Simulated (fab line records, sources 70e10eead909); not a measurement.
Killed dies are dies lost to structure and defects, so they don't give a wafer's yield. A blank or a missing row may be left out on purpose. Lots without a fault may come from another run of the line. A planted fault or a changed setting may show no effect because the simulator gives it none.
Chamber matching | flow nand_harc | NHARC_A_STAIRCASE_DESCUM_270 on rie_diel-09: 4 sister chambers
The step chemistry O2, time 3 s. 8 wafers are shown with their chamber, then 10 later ones without.

WAFERS WITH THEIR CHAMBER
wafer  | chamber | showerhead_plenum_p_Torr (Torr) | drypump_motor_current_A (A)
L079.3 | 1       | 1.84                            | 5.9
L079.6 | 1       | 1.84                            | 5.9
L081.2 | 2       | 1.98                            | 6.2
L084.6 | 0       | 2.04                            | 6.0
L085.5 | 3       | 1.85                            | 5.3
L085.6 | 0       | 2.04                            | 6.0
L088.4 | 3       | 1.85                            | 5.4
L088.5 | 2       | 1.97                            | 6.2

WAFERS WITHOUT THEIR CHAMBER
wafer  | showerhead_plenum_p_Torr (Torr) | drypump_motor_current_A (A)
L088.6 | 1.85                            | 5.4
L090.2 | 1.97                            | 6.2
L090.3 | 2.04                            | 6.0
L090.4 | 1.83                            | 5.9
L093.1 | 1.96                            | 6.2
L093.3 | 1.83                            | 5.9
L093.6 | 2.03                            | 6.0
L096.1 | 1.83                            | 5.9
L096.2 | 1.84                            | 5.4
L096.3 | 2.03                            | 6.0

WHICH CHAMBER EACH WENT THROUGH
wafer  | from the rows above | in truth
L088.6 | 3                   | 3
L090.2 | 2                   | 2
L090.3 | 0                   | 0
L090.4 | 1                   | 1
L093.1 | 2                   | 2
L093.3 | 1                   | 1
L093.6 | 0                   | 0
L096.1 | 1                   | 1
L096.2 | 3                   | 3
L096.3 | 0                   | 0
Placed correctly: 10 of 10. Can't be placed from these rows: 0. Placed wrongly: 0.
How it was worked out, from the rows above alone: a wafer's distance from a chamber is the root of the sum, over the readings, of the square of ((its reading less the chamber's mean) divided by the reading's scatter). The wafer belongs to the nearest chamber; if the next one is less than 2 further off, it can't be placed. A chamber's mean is the mean of its shown wafers. The scatter: the root of (the sum of the squares of (reading less its chamber's mean) over the shown wafers, divided by (wafers less chambers)).
